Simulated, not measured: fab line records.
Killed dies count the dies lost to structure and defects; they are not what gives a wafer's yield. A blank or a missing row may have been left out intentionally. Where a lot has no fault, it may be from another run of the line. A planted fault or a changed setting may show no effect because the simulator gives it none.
A struck lot beside a sound one | flow n5Finfet | 29 steps out of a route of 1938
Sound: the wafers L471.1, L471.4, L471.6. The struck wafers were L481.2, L481.5, L481.6. The cause is given at the end.
Per side, at each step with rows, come the tool, then ch with its chambers, and then its first start. Under that, the readings that differ: sound wafers | struck wafers | difference of the means | sigmas: that difference in standard deviations of wafers without a fault.
alike: readings whose means differ by less than 2 such deviations, and words and numbers that are the same on both sides. not compared: withheld readings, readings that some wafer has no value for, bounds like >300 that may hide the same value, and numbers for which the record gives no deviation and whose values overlap.
A row with sigmas, a row that says differs or no value, or rows on one side alone: a step with any of these is where the two part. When numbers do not overlap yet have no deviation, they are printed without sigmas and do not part them. Lack of a reading on every wafer of one side parts them only where that side has two or more wafers.

N5_MOL_CONTACT_COAG_INSPECT_97: inspects for defects (darkfield).
  sound: defectInspect-01 at day 6 23:15; struck: defectInspect-02 at day 9 14:38
  alike: rawDefectCount
N5_BEOL_M0_SAQP_PECVD_00: deposits SiCN from 3MS/NH3, target thk 8 nm, time 14 s.
  sound on pecvd-01 ch 1,2, day 6 23:35; struck on pecvd-01 ch 0,1,2, day 9 15:00
  alike: showerheadPlenumPTorr, throttleValvePct
then, 1 step without rows for these wafers: N5_BEOL_M0_SAQP_ILD_DEP_01 (deposits SiOC from DEMS/O2, target thk 45.419 nm, time 8.7 s).
N5_BEOL_M0_SAQP_HM_DEP_02: deposits TiN, target thk 12 nm.
  sound: pvdSputter-01 at day 7 00:50; struck: pvdSputter-01 at day 9 16:17
  alike: throttleValvePct
then, 1 step without rows for these wafers: N5_BEOL_M0_SAQP_PECVD_03 (deposits SiCN from 3MS/NH3, target thk 12 nm, time 21.1 s).
N5_BEOL_M0_SAQP_PECVD_96: deposits a-Si from SiH4/He, target thk 45 nm, time 45.2 s.
  sound on pecvd-01 ch 1,2, day 7 00:59; struck on pecvd-01 ch 1,2, day 9 16:26
  alike: heaterPowerW, showerheadPlenumPTorr, throttleValvePct
then, 1 step without rows for these wafers: N5_BEOL_M0_SAQP_PECVD_97 (deposits SiNx from SiH4/NH3/N2, target thk 23 nm, time 19.9 s).
N5_BEOL_M0_SAQP_PECVD_04: deposits a-Si from SiH4/He, target thk 60 nm, time 60.2 s.
  sound on pecvd-01 ch 1,2, day 7 01:04; struck on pecvd-01 ch 1,2, day 9 16:31
  alike: heaterPowerW, showerheadPlenumPTorr, throttleValvePct
N5_BEOL_M0_SAQP_THK_MEAS_05:
  sound: filmMetro-02 at day 7 01:10; struck: filmMetro-02 at day 9 16:37
  alike: thkNm
then, 2 steps without rows for these wafers: N5_BEOL_M0_SAQP_HM_DEP_111 (deposits SiO2 from SiH4/N2O, target thk 12 nm, time 7.2 s); N5_BEOL_M0_SAQP_COAT_81 (time 60 s, resist thk 100 nm).
N5_BEOL_M0_SAQP_COAT_82: time 60 s, resist thk 30 nm.
  sound on lithoTrack-01 ch 0, day 7 01:17; struck on lithoTrack-01 ch 0, day 9 16:43
reading                                        | sound                | struck               | difference | sigmas
spinSpeedRpm (rpm)                             | 1503.3 1499.9 1500.3 | 1407.0 1406.6 1406.7 | -94.4      | -99 or more
model.SiARC_of_BEOL_M0_SAQP_COAT_82.thkNm (nm) | 30 29.8 29.8         | 31 31 31             | +1         | 
  alike: heaterPowerTotalW
then, 6 steps without rows for these wafers: N5_BEOL_M0_SAQP_COAT_08 (resist thk 90 nm); N5_BEOL_M0_SAQP_EBR_10; N5_BEOL_M0_SAQP_SOFTBAKE_09 (time 60 s); N5_BEOL_M0_SAQP_EXPOSE_11 (exposes mask M0 CORE, target cd 42 nm); N5_BEOL_M0_SAQP_PEB_12 (peb time 60 s); N5_BEOL_M0_SAQP_DEVELOP_13 (develop time 30 s).
N5_BEOL_M0_SAQP_CD_MEAS_14: the cd target is 42.5 nm.
  sound on cdSem-01 ch 0, day 7 01:31; struck on cdSem-02 ch 0, day 9 17:05
  alike: cdNm
N5_BEOL_M0_SAQP_OVL_MEAS_15:
  sound on overlay-01 ch 0, day 7 01:33; struck on overlay-01 ch 0, day 9 17:07
  alike: M0_CORE_OVL
N5_BEOL_M0_SAQP_INSPECT_16: inspects for defects (brightfield).
  sound: defectInspect-02 at day 7 01:35; struck: defectInspect-02 at day 9 17:08
  alike: rawDefectCount
then, 1 step without rows for these wafers: N5_BEOL_M0_SAQP_DESCUM_19 (chemistry O2, time 7.9 s).
N5_BEOL_M0_SAQP_ETCH_83: etches SiARC in CF4, target depth 39 nm, time 65 s.
  sound on rieDiel-02 ch 1,2, day 7 01:41; struck on rieDiel-04 ch 0,3, day 9 17:14
reading                                          | sound             | struck            | difference | sigmas
etchRfOnTimeS (s)                                | 64.6 65.5 65.1    | 68.6 68.5 68.2    | +3.4       | +3
model.etch.depthNm (nm)                          | 30.01 29.89 29.89 | 30.95 30.95 30.99 | +1.03      | 
model.CAR-ArF_of_BEOL_M0_SAQP_COAT_08.thkNm (nm) | 55.2 55.6 55.4    | 54.8 54.4 54.4    | -0.9       | 
  alike: drypumpMotorCurrentA, oesProductAu, rfVppV, showerheadPlenumPTorr, throttleValvePct
  not compared: rfHoursCounterH
N5_BEOL_M0_SAQP_ETCH_84: etches SOC in N2/H2, target depth 100 nm, overetch 20 nm, time 150 s.
  sound on rieDiel-02 ch 1,2, day 7 01:44; struck on rieDiel-04 ch 0,3, day 9 17:17
  alike: drypumpMotorCurrentA, n2FlowSccm, oesProductAu, rfVppV, showerheadPlenumPTorr, throttleValvePct
  not compared: rfHoursCounterH
then, 1 step without rows for these wafers: N5_BEOL_M0_SAQP_STRIP_80 (strips in N2/H2).
N5_BEOL_M0_SAQP_HM_OPEN_112: chemistry CHF3/O2, target SiO2, stops on a-Si, target depth 12 nm, time 13.5 s.
  sound on rieDiel-02 ch 1,2, day 7 01:51; struck on rieDiel-04 ch 0,3, day 9 17:23
reading                                        | sound       | struck    | difference | sigmas
model.SiARC_of_BEOL_M0_SAQP_COAT_82.thkNm (nm) | 5.6 5.2 5.2 | 6.4 7 6.6 | +1.3       | 
  alike: drypumpMotorCurrentA, oes_ar_750_au, oes_o_777_au, oesProductAu, rfVppV, showerheadPlenumPTorr, throttleValvePct
  not compared: rfHoursCounterH
then, 1 step without rows for these wafers: N5_BEOL_M0_SAQP_STRIP_113 (strips in CHF3/O2).
N5_BEOL_M4_RC_MEAS_101:
  sound on prober-01 ch 0, day 9 04:09; struck on prober-02 ch 0, day 11 17:14
  alike: DIBL_N, DIBL_P, IOFF_N, IOFF_P, ION_N, ION_P, SS_N, SS_P, VT_N, VT_P
N5_PASSIVATION_PROBE_49:
  sound wafers here have rows in the record (prober-02, day 13 07:35); struck ones have none

== WHERE THEY PART ==
Earliest at N5_BEOL_M0_SAQP_COAT_82; latest, in this record, at N5_PASSIVATION_PROBE_49.

WHY: whatever the simulator had introduced
Process parameter drift: lithoTrack-01, from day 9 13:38 on, at N5_BEOL_M0_SAQP_COAT_82. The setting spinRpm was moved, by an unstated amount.
